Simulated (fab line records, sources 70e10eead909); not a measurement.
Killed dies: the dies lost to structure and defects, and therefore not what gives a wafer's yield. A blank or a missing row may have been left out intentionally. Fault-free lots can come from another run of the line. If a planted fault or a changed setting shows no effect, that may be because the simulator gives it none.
fab line records    flow nandHarc
record lots=5  wafers=15  lastDay=32
route steps=1302 shown P_M0@266 END@1302
lots with no fault: from the same line, run without faults
startH: start of the lot's first displayed wafer, in hours after the record's first day    waitH: hours since the lot's step before    " same as the row above    L1.1+2: one row covering several wafers at once    - either no value or no given start    * or withheld: withheld    < > ~ a bound
route shown NAME@n: names a module that has steps shown in the file, with the first one's number in the route    usual: mean and standard deviation over wafers with no fault    same: alike in all rows    chamber/n: place in a boat    sites: each site's reading    _std_site: the standard deviation of these    _edge_site: the outer-site mean with the inner-site mean subtracted    radiusMm: for every site, how far away it sits from the centre of the wafer    mask NAME#n: copy n    behind: the last tool/chamber to shape the wafer    hold: cause of the lot's hold/its duration in hours/its outcome    device: which transistor (n, p or np) failed to switch    end of line: the same wafers' tests at the end of the route    step lacking rows: just its recipe    killed: count of dies lost to structure and defects at first sort (not the wafer's yield)    map: a wafer's dies, x killed, . not, _ none there
set.NAME: the setting as run; set.NAME@STEP: as run at that earlier step    model.NAME: the simulator's own value behind a step, which no gauge read
lots at selected steps of the route; one table per step, one row per wafer
services: the hour from which a tool's chamber was out of use, counted from the record's first day as startH (under 0 if before that day), plus the number of hours and why
## steps
# step NHARC_P_M0_DESCUM_14
# recipe timeS=3  o2FlowSccm=200  arFlowSccm=0  biasPowerW=0  chemistry=O2
# usual drypumpMotorCurrentA=5.7/0.58  oesProductAu=1.000/0.0086  rfVppV=57.5/0.85  showerheadPlenumPTorr=1.85/0.067  throttleValvePct=11.311/0.0089
# same biasPowerW=0
lot.wafer  tool        chamber  startH  waitH  drypumpMotorCurrentA  oesProductAu  rfHoursCounterH  rfVppV  showerheadPlenumPTorr  throttleValvePct
L109.3     rieDiel-01  1        128.82  0.1    4.9                   1.004         13               56.6    1.77                   11.305
L109.2     "           2        "       "      4.9                   0.991         13               60.1    1.95                   11.330
L109.4     "           0        "       "      6.0                   0.992         13               57.9    1.83                   11.316
L111.3     rieDiel-11  3        146.68  0.1    5.4                   1.006         15               56.9    1.77                   11.300
L111.4     "           1        "       "      5.8                   1.002         17               56.9    1.88                   11.315
L111.1     "           2        "       "      5.5                   1.006         10               57.4    1.82                   11.317
L123.1     rieDiel-05  0        274.92  0.1    6.7                   1.008         12               58.1    1.81                   11.302
L123.2     "           2        "       "      6.2                   0.991         10               57.3    1.96                   11.308
L123.6     "           0        "       "      6.7                   1.018         -                55.9    1.81                   11.305
L127.2     rieDiel-01  2        317.95  0.1    5.0                   1.005         22               57.8    1.94                   11.318
L127.4     "           0        "       "      6.0                   0.994         16               56.5    1.82                   11.306
L127.1     "           1        "       "      4.9                   1.000         16               57.7    1.76                   11.304
L128.2     rieDiel-11  2        318.60  0.1    5.5                   1.013         17               56.8    1.80                   11.318
L128.3     "           0        "       "      6.3                   1.017         18               57.7    1.89                   11.317
L128.6     "           2        "       "      5.5                   1.012         -                57.3    1.80                   11.312
# step NHARC_P_M0_ETCH_34
# recipe targetDepthA=400  overetchA=120  timeS=43.94  ionEnergyEv=200  n2FlowSccm=150  h2FlowSccm=150  arFlowSccm=0  rfW=400  biasW=150  chemistry=N2/H2
# usual drypumpMotorCurrentA=5.7/0.56  h2FlowSccm=150.1/0.45  oesProductAu=1.001/0.0088  rfFwdPowerW=394.9/1.9  rfVppV=428.7/2.1  showerheadPlenumPTorr=1.97/0.071  throttleValvePct=14.170/0.0094
lot.wafer  tool        chamber  startH  waitH  drypumpMotorCurrentA  h2FlowSccm  oesProductAu  rfFwdPowerW  rfHoursCounterH  rfVppV  showerheadPlenumPTorr  throttleValvePct
L109.2     rieDiel-01  3        128.90  0.1    6.3                   150.3       0.992         393.6        14               429.0   1.96                   14.172
L109.3     "           0        "       "      6.0                   150.1       0.992         395.0        13               428.0   1.95                   14.150
L109.4     "           1        "       "      4.9                   149.9       1.000         396.1        13               428.2   1.89                   14.169
L111.1     rieDiel-11  2        147.50  0.8    5.5                   150.5       1.004         391.7        11               428.5   1.93                   14.157
L111.4     "           3        "       "      5.4                   149.6       1.000         395.6        16               425.9   1.89                   14.174
L111.3     "           1        "       "      5.8                   150.2       1.003         393.4        18               429.1   2.01                   14.168
L123.1     rieDiel-05  1        275.05  0.1    5.3                   150.4       0.993         393.9        9                428.1   1.96                   14.174
L123.2     "           3        "       "      5.8                   150.6       0.997         396.7        11               426.2   1.93                   14.170
L123.6     "           2        "       "      6.2                   150.0       0.986         395.5        -                432.2   2.09                   14.145
L127.2     rieDiel-01  3        318.03  0.1    6.3                   150.2       1.004         393.4        20               427.3   1.95                   14.157
L127.1     "           1        "       "      5.0                   149.2       0.995         396.6        16               425.1   1.88                   14.150
L127.4     "           2        "       "      5.0                   150.6       1.006         394.2        22               432.4   2.06                   14.161
L128.2     rieDiel-11  1        318.68  0.1    5.8                   150.0       0.995         395.8        18               429.1   1.98                   14.193
L128.3     "           3        "       "      5.4                   149.5       0.993         392.0        13               435.5   2.21                   14.170
L128.6     "           1        "       "      5.8                   149.6       0.983         394.9        -                429.1   1.98                   14.166
# step NHARC_P_M0_ETCH_15
# recipe targetDepthA=1500  overetchA=150  timeS=82.5  c4f8FlowSccm=withheld  arFlowSccm=400  rfW=600  biasW=300  chemistry=C4F8/Ar
# usual oesProductAu=0.965/0.019  rfFwdPowerW=595.3/2.3  rfVppV=438.9/2.3
lot.wafer  tool        chamber  startH  waitH  oesProductAu  rfFwdPowerW  rfHoursCounterH  rfVppV
L109.2     rieDiel-01  0        -       -      0.993         596.6        13               438.1
L109.3     "           1        "       "      0.973         594.9        13               435.9
L109.4     "           2        "       "      0.956         594.8        13               442.9
L111.4     rieDiel-11  0        -       -      0.938         591.8        17               441.1
L111.3     "           2        "       "      0.978         592.6        11               438.0
L111.1     "           3        "       "      0.958         594.7        16               436.7
L123.2     rieDiel-05  3        -       -      0.945         596.5        11               438.2
L123.1     "           0        "       "      0.956         592.6        12               438.3
L123.6     "           1        "       "      0.958         592.9        -                436.9
L127.2     rieDiel-01  2        -       -      0.960         593.2        22               441.0
L127.4     "           3        "       "      0.977         591.8        20               439.8
L127.1     "           0        "       "      0.975         598.1        16               437.5
L128.3     rieDiel-11  0        -       -      0.973         593.4        18               441.7
L128.2     "           1        "       "      0.951         592.8        18               439.4
L128.6     "           0        "       "      0.972         592.9        -                439.5
# step NHARC_P_M0_CD_MEAS_16
# usual cdNm=89.8/0.79
lot.wafer  tool      chamber  startH  waitH  cdNm
L109.2     cdSem-01  -        129.12  -      89.4
L109.3     "         -        "       "      90.7
L109.4     "         -        "       "      90.6
L111.1     cdSem-03  -        147.72  -      89.9
L111.3     "         -        "       "      88.7
L111.4     "         -        "       "      88.9
L123.1     cdSem-03  -        275.27  -      89.5
L123.2     "         -        "       "      89.2
L123.6     "         -        "       "      89.2
L127.1     cdSem-02  -        318.25  -      90.0
L127.2     "         -        "       "      88.7
L127.4     "         -        "       "      90.1
L128.2     cdSem-03  -        318.89  -      89.2
L128.3     "         -        "       "      89.4
L128.6     "         -        "       "      89.5
# step NHARC_P_M0_STRIP_18
# recipe powerW=1000  n2FlowSccm=150  h2FlowSccm=150  arFlowSccm=0  biasW=0  chemistry=N2/H2
# usual drypumpMotorCurrentA=5.7/0.54  h2FlowSccm=150.0/0.42  oesProductAu=0.999/0.009  rfFwdPowerW=997/3.1  rfVppV=90.3/0.92  showerheadPlenumPTorr=1.97/0.073  throttleValvePct=14.172/0.0091
lot.wafer  tool        chamber  startH  waitH  drypumpMotorCurrentA  h2FlowSccm  oesProductAu  rfFwdPowerW  rfHoursCounterH  rfVppV  showerheadPlenumPTorr  throttleValvePct
L109.4     rieDiel-01  3        129.19  0.1    6.3                   150.0       1.003         997          14               91.0    1.96                   14.168
L109.2     "           0        "       "      6.1                   150.0       0.998         1002         13               88.1    1.95                   14.186
L109.3     "           2        "       "      4.9                   150.9       0.999         997          13               92.0    2.08                   14.156
L111.4     rieDiel-11  2        147.79  0.1    5.5                   150.4       1.001         997          11               90.5    1.93                   14.165
L111.3     "           3        "       "      5.4                   150.0       1.000         994          16               89.4    1.89                   14.175
L111.1     "           1        "       "      5.8                   149.2       0.993         998          18               90.4    2.01                   14.168
L123.1     rieDiel-01  1        275.40  0.1    5.0                   149.8       0.988         1001         9                90.4    1.88                   14.172
L123.2     "           2        "       "      4.9                   150.3       1.002         1001         13               92.0    2.07                   14.160
L123.6     "           0        "       "      6.0                   150.2       0.992         999          -                91.4    1.94                   14.178
L127.4     rieDiel-01  2        318.32  0.1    5.0                   149.8       0.999         994          22               89.8    2.06                   14.158
L127.1     "           3        "       "      6.4                   149.7       1.007         1000         21               90.3    1.95                   14.169
L127.2     "           1        "       "      5.0                   150.2       1.000         1002         16               89.5    1.88                   14.170
L128.2     rieDiel-01  1        319.02  0.1    5.0                   150.0       0.993         1003         16               88.8    1.88                   14.168
L128.3     "           2        "       "      4.9                   149.8       0.998         998          22               90.4    2.06                   14.163
L128.6     "           0        "       "      6.0                   150.2       0.991         997          -                90.8    1.94                   14.155
# step NHARC_P_M0_STRIP_19
# recipe timeS=600  tempC=30  chemistry=postEtchResidueRemover
# step NHARC_P_M0_DEGAS_28
# recipe tempC=250  timeS=60
# step NHARC_P_M0_PRE_CLEAN_29
# recipe timeS=30  tempC=280  gas=H2/He
# step NHARC_P_M0_PVD_20
# recipe targetThkA=50  biasV=168.6  powerW=15000  chamberPressurePa=0.12  timeS=8.06  substrateTempC=50  material=TaN
# usual throttleValvePct=30.8/0.88
lot.wafer  tool           chamber  startH  waitH  throttleValvePct
L109.4     pvdSputter-01  -        -       -      31.0
L109.2     "              -        "       "      29.8
L109.3     "              -        "       "      32.3
L111.4     pvdSputter-03  -        -       -      30.5
L111.3     "              -        "       "      31.1
L111.1     "              -        "       "      31.9
L123.2     pvdSputter-01  -        -       -      30.0
L123.1     "              -        "       "      32.4
L123.6     "              -        "       "      30.2
L127.4     pvdSputter-03  -        -       -      32.0
L127.1     "              -        "       "      30.8
L127.2     "              -        "       "      30.0
L128.3     pvdSputter-01  -        -       -      32.1
L128.2     "              -        "       "      29.7
L128.6     "              -        "       "      29.8
# step NHARC_P_M0_PVD_21
# recipe targetThkA=300  chamberPressurePa=5  powerW=5000  substrateTempC=30  timeS=20.49  material=Cu
# step NHARC_P_M0_ECD_22
# recipe targetThkA=4000  bathTempC=25  material=Cu
# step NHARC_P_M0_ANNEAL_30
# recipe tempC=225  timeS=90
# step NHARC_P_M0_CMP_23
# recipe tOverpolishS=20  targetThkNm=117.54
# usual motorCurrentA=11.6/1.1  retainingRingPressureFrac=1.001/0.0049  slurryFilterDpKPa=13.51/0.14  timeToEndpointS=27.3/2.7
lot.wafer  tool    chamber  startH  waitH  motorCurrentA  retainingRingPressureFrac  slurryFilterDpKPa  timeToEndpointS
L109.2     cmp-01  3        130.83  -      11.1           1.001                      13.60              26.4
L109.4     "       1        "       "      12.2           0.993                      13.41              25.5
L109.3     "       2        "       "      11.1           0.995                      13.63              28.7
L111.3     cmp-02  1        149.41  -      10.2           0.993                      13.55              27.2
L111.1     "       2        "       "      12.2           1.004                      13.43              23.9
L111.4     "       0        "       "      10.6           1.009                      13.42              26.7
L123.1     cmp-01  2        277.02  -      10.9           1.002                      13.56              30.7
L123.2     "       0        "       "      11.2           0.993                      13.49              29.2
L123.6     "       1        "       "      12.4           0.999                      13.62              37.7
L127.2     cmp-03  0        319.95  -      12.1           1.000                      13.32              27.9
L127.4     "       2        "       "      13.9           0.990                      13.52              29.2
L127.1     "       3        "       "      11.6           0.995                      13.29              29.1
L128.2     cmp-02  1        320.63  -      9.9            1.002                      13.73              21.7
L128.3     "       3        "       "      13.3           1.002                      13.34              23.5
L128.6     "       2        "       "      11.8           1.001                      13.33              21.4
# step NHARC_P_M0_THK_MEAS_24
# recipe thkMeasGauge=xrf
# usual thkNm=117.2/1.3
lot.wafer  tool          chamber  startH  waitH  thkNm
L109.2     filmMetro-01  -        131.14  -      120.2
L109.3     "             -        "       "      119.9
L109.4     "             -        "       "      114.9
L111.1     filmMetro-01  -        149.72  -      114.7
L111.3     "             -        "       "      119.1
L111.4     "             -        "       "      117.4
L123.1     filmMetro-02  -        277.31  -      119.4
L123.2     "             -        "       "      117.8
L123.6     "             -        "       "      121.7
L127.1     filmMetro-02  -        320.27  -      119.8
L127.2     "             -        "       "      117.5
L127.4     "             -        "       "      118.0
L128.2     filmMetro-02  -        320.94  -      114.8
L128.3     "             -        "       "      117.0
L128.6     "             -        "       "      115.2
# step NHARC_P_M0_SRD_25
# step NHARC_P_M0_INSPECT_27
# usual rawDefectCount=295/120
lot.wafer  tool              chamber  startH  waitH  rawDefectCount
L109.2     defectInspect-01  -        131.30  0.0    188
L109.3     "                 -        "       "      283
L109.4     "                 -        "       "      224
L111.1     defectInspect-01  -        149.88  0.0    183
L111.3     "                 -        "       "      347
L111.4     "                 -        "       "      780
L123.1     defectInspect-01  -        277.46  0.0    219
L123.2     "                 -        "       "      228
L123.6     "                 -        "       "      2619
L127.1     defectInspect-02  -        320.42  0.0    303
L127.2     "                 -        "       "      224
L127.4     "                 -        "       "      203
L128.2     defectInspect-01  -        321.13  0.0    231
L128.3     "                 -        "       "      354
L128.6     "                 -        "       "      242
# step NHARC_P_M0_PRE_CLEAN_31
# recipe timeS=12  tempC=370  rfPowerW=300  gas=NH3
# step NHARC_END_SORT_01
# recipe tempC=25
# usual defectLimitedYield=90.2/2.3  killedAtArray=62/15  killedAtOther=0.8/1  killedAtPeriphery=3.7/2.6  killedDies=66/15  killedOpen=3.1/1.8  killedShort=2.6/1.7
# same grossDies=677
lot.wafer  tool       chamber  startH  waitH  defectLimitedYield[%]  killedAtArray  killedAtOther  killedAtPeriphery  killedDies  killedOpen  killedShort
L109.2     prober-01  0        558.67  2.8    92.2                   49             0              4                  53          4           4
L109.3     prober-01  0        559.46  3.1    89.4                   70             1              1                  72          3           8
L109.4     prober-01  0        560.26  3.4    91.9                   55             0              0                  55          3           4
L123.6     prober-01  0        717.83  4.0    0                      52             2              623                677         6           4
# killed by level:class
L109.2 A_CHANNEL_HOLE_D1:chamberFilmFlake=26 A_CHANNEL_HOLE_D2:chamberFilmFlake=11 A_CONTACT:chamberFilmFlake=3 A_STAIRCASE:chamberFilmFlake=2 P_CONTACT:geometricParticle:short=1 P_CONTACT:geometricParticle:open=1 P_M0:geometricParticle:short=1 A_ONON_D2:geometricParticle:open=1
L109.3 A_CHANNEL_HOLE_D1:chamberFilmFlake=39 A_CHANNEL_HOLE_D2:chamberFilmFlake=7 A_STAIRCASE:chamberFilmFlake=6 A_CONTACT:chamberFilmFlake=4 A_WL_FILL:chamberFilmFlake=3 A_ONON_D1:geometricParticle:short=2 A_CHANNEL_FILL_D2:geometricParticle:open=2 A_ONON_D2:geometricParticle:short=1
L109.4 A_CHANNEL_HOLE_D1:chamberFilmFlake=24 A_STAIRCASE:chamberFilmFlake=10 A_CHANNEL_HOLE_D2:chamberFilmFlake=9 A_CHANNEL_FILL_D1:chamberFilmFlake=3 A_CHANNEL_FILL_D1:geometricParticle:short=1 A_ONON_D2:geometricParticle:short=1 A_ONON_D2:geometricParticle:open=1 A_CHANNEL_HOLE_D2:geometricParticle:short=1
L123.6 P_M0:areaCmp=620 A_CHANNEL_HOLE_D1:chamberFilmFlake=32 A_CONTACT:chamberFilmFlake=3 A_CHANNEL_FILL_D2:geometricParticle:short=2 A_BLC:geometricParticle:open=2 P_GATE:chamberFilmFlake=2 A_ZERO_WELL:chamberFilmFlake=2 A_STAIRCASE:chamberFilmFlake=2
# map L123.6 (x killed, . not)
____________x____________
_________xxxxxxx_________
_______xxxxxxxxxxx_______
______xxxxxxxxxxxxx______
_____xxxxxxxxxxxxxxx_____
____xxxxxxxxxxxxxxxxx____
____xxxxxxxxxxxxxxxxx____
___xxxxxxxxxxxxxxxxxxx___
___xxxxxxxxxxxxxxxxxxx___
__xxxxxxxxxxxxxxxxxxxxx__
__xxxxxxxxxxxxxxxxxxxxx__
_xxxxxxxxxxxxxxxxxxxxxxx_
_xxxxxxxxxxxxxxxxxxxxxxx_
_xxxxxxxxxxxxxxxxxxxxxxx_
_xxxxxxxxxxxxxxxxxxxxxxx_
_xxxxxxxxxxxxxxxxxxxxxxx_
xxxxxxxxxxxxxxxxxxxxxxxxx
xxxxxxxxxxxxxxxxxxxxxxxxx
xxxxxxxxxxxxxxxxxxxxxxxxx
xxxxxxxxxxxxxxxxxxxxxxxxx
xxxxxxxxxxxxxxxxxxxxxxxxx
_xxxxxxxxxxxxxxxxxxxxxxx_
_xxxxxxxxxxxxxxxxxxxxxxx_
_xxxxxxxxxxxxxxxxxxxxxxx_
_xxxxxxxxxxxxxxxxxxxxxxx_
_xxxxxxxxxxxxxxxxxxxxxxx_
__xxxxxxxxxxxxxxxxxxxxx__
__xxxxxxxxxxxxxxxxxxxxx__
___xxxxxxxxxxxxxxxxxxx___
___xxxxxxxxxxxxxxxxxxx___
____xxxxxxxxxxxxxxxxx____
____xxxxxxxxxxxxxxxxx____
_____xxxxxxxxxxxxxxx_____
______xxxxxxxxxxxxx______
_______xxxxxxxxxxx_______
_________xxxxxxx_________
____________x____________
# map L109.3 (x killed, . not)
____________.____________
_________......._________
_______....x...x.._______
______.............______
_____..............._____
____.................____
____............x....____
___...................___
___..x................___
__...x..x..............__
__..xxx...x............__
_.xxxx.x................_
_.x.xxxx.x.............._
_.xxxxxxx..............._
_..xxxxx................_
_...xxx.x..x....x......._
.....xx.x..xx............
....x.............x......
...............x.......x.
.............xx..........
...x.x...................
_.....x......x.......x.._
_x..................xx.._
_....x.................._
_...............x.x....._
_..............xx...x..._
__....xx...............__
__.....................__
___.x........x...x....___
___.............x.....___
____.................____
____.................____
_____...........x..x_____
______.............______
_______..........._______
_________......._________
____________.____________
## services
tool           chamber  startH  hours  kind
rieDiel-11     2        109.90  2.3    repair
rieDiel-11     2        118.34  20.8   repair
rieDiel-05     -        132.53  0.2    repair
cmp-02         -        134.50  4.0    pm
pvdSputter-03  -        143.57  1.6    repair
cmp-02         -        150.57  1.8    repair
cmp-02         -        163.26  11.0   repair
pvdSputter-03  -        170.00  10.0   pm
rieDiel-05     0        174.01  4.1    repair
rieDiel-11     0        185.33  2.5    repair
rieDiel-05     0        185.82  1.2    repair
rieDiel-01     -        203.80  9.0    pm
pvdSputter-01  -        218.39  4.0    repair
pvdSputter-01  -        225.48  2.7    repair
pvdSputter-01  -        228.22  10.0   pm
rieDiel-05     -        229.66  9.0    pm
rieDiel-01     1        234.14  4.8    repair
rieDiel-11     -        256.46  9.0    pm
rieDiel-01     0        261.34  3.7    repair
rieDiel-05     3        264.60  8.2    repair
rieDiel-11     -        271.26  0.4    repair
rieDiel-05     -        296.14  1.3    repair
rieDiel-11     3        300.84  11.5   repair
rieDiel-05     -        313.51  12.1   repair
## key
firstSign step=NHARC_P_M0_CMP_23  reading=timeToEndpointS  direction=up  sigmas=3.9  usual=*  struck=*
effect step=NHARC_P_M0_THK_MEAS_24  reading=thkNm  direction=up  sigmas=3.5  usual=117.2  struck=121.7
effect step=NHARC_P_M0_INSPECT_27  reading=rawDefectCount  direction=up  sigmas=20  usual=295  struck=2619
effect step=NHARC_END_SORT_01  reading=killedAtPeriphery  direction=up  sigmas=99+  usual=3.7  struck=623
moreKillsBornAt NHARC_P_M0_CMP_23@cmp-01=620
metAt NHARC_P_M0_CMP_23
struckWafers L123.6
laterRowsLeftOut L123.6
onsetBetween 130.83 277.02
fault kind=processParameterDrift  tool=cmp-01  chamber=-  onsetH=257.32  steps=NHARC_P_M0_CMP_23  channel=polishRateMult  offset=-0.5  shape=step  endH=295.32  scope=struckWafersOnly
# laterRowsLeftOut: the simulator's readings of these wafers behind a module that went badly wrong aren't trusted and aren't shown, but for the sort
